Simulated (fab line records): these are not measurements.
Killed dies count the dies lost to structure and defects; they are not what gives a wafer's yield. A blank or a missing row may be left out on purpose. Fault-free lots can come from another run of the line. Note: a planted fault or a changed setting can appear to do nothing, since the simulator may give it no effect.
Matching of chambers :: flow n5Finfet :: N5_BEOL_M6_ETCH_72 on rieDiel-03: 4 sister chambers
The step etches underlayer in N2/H2, target depth 6.5 nm, time 5.2 s. 8 wafers are shown with their chamber, then 7 later ones without.

## WAFERS PAIRED WITH THEIR CHAMBERS
wafer: L079.6
chamber: 3
showerheadPlenumPTorr (Torr): 2.61
throttleValvePct (%): 17.99

wafer: L084.1
chamber: 2
showerheadPlenumPTorr (Torr): 2.56
throttleValvePct (%): 17.94

wafer: L084.4
chamber: 1
showerheadPlenumPTorr (Torr): 2.57
throttleValvePct (%): 17.65

wafer: L091.2
chamber: 2
showerheadPlenumPTorr (Torr): 2.56
throttleValvePct (%): 17.98

wafer: L091.5
chamber: 0
showerheadPlenumPTorr (Torr): 2.46
throttleValvePct (%): 18.10

wafer: L091.6
chamber: 1
showerheadPlenumPTorr (Torr): 2.57
throttleValvePct (%): 17.71

wafer: L093.2
chamber: 3
showerheadPlenumPTorr (Torr): 2.60
throttleValvePct (%): 18.03

wafer: L093.4
chamber: 0
showerheadPlenumPTorr (Torr): 2.45
throttleValvePct (%): 18.11

## WAFERS WITH NO CHAMBER GIVEN
wafer: L093.6
showerheadPlenumPTorr (Torr): 2.57
throttleValvePct (%): 17.68

wafer: L095.2
showerheadPlenumPTorr (Torr): 2.56
throttleValvePct (%): 17.98

wafer: L095.5
showerheadPlenumPTorr (Torr): 2.56
throttleValvePct (%): 17.98

wafer: L095.6
showerheadPlenumPTorr (Torr): 2.60
throttleValvePct (%): 18.03

wafer: L097.1
showerheadPlenumPTorr (Torr): 2.57
throttleValvePct (%): 17.68

wafer: L097.5
showerheadPlenumPTorr (Torr): 2.60
throttleValvePct (%): 18.02

wafer: L097.6
showerheadPlenumPTorr (Torr): 2.45
throttleValvePct (%): 18.08

## EACH ONE'S CHAMBER
wafer: L093.6
from the rows above: 1
in truth: 1

wafer: L095.2
from the rows above: 2
in truth: 2

wafer: L095.5
from the rows above: 2
in truth: 2

wafer: L095.6
from the rows above: 3
in truth: 3

wafer: L097.1
from the rows above: 1
in truth: 1

wafer: L097.5
from the rows above: 3
in truth: 3

wafer: L097.6
from the rows above: 0
in truth: 0
Correct placement for 7 of the 7. Number that these rows cannot place: 0. 0 placed wrongly.
How it was worked out, from the rows above alone: a wafer's distance from a chamber is the root of the sum, over the readings, of the square of ((its reading less the chamber's mean) divided by the reading's scatter). If the next closest chamber is less than 2 further off than the closest, the wafer can't be placed; otherwise it belongs to the closest. A chamber's mean is the mean of its shown wafers. The scatter is the square root of a quotient: the sum, over the shown wafers, of each reading's squared deviation from its chamber's mean, divided by wafers minus chambers.
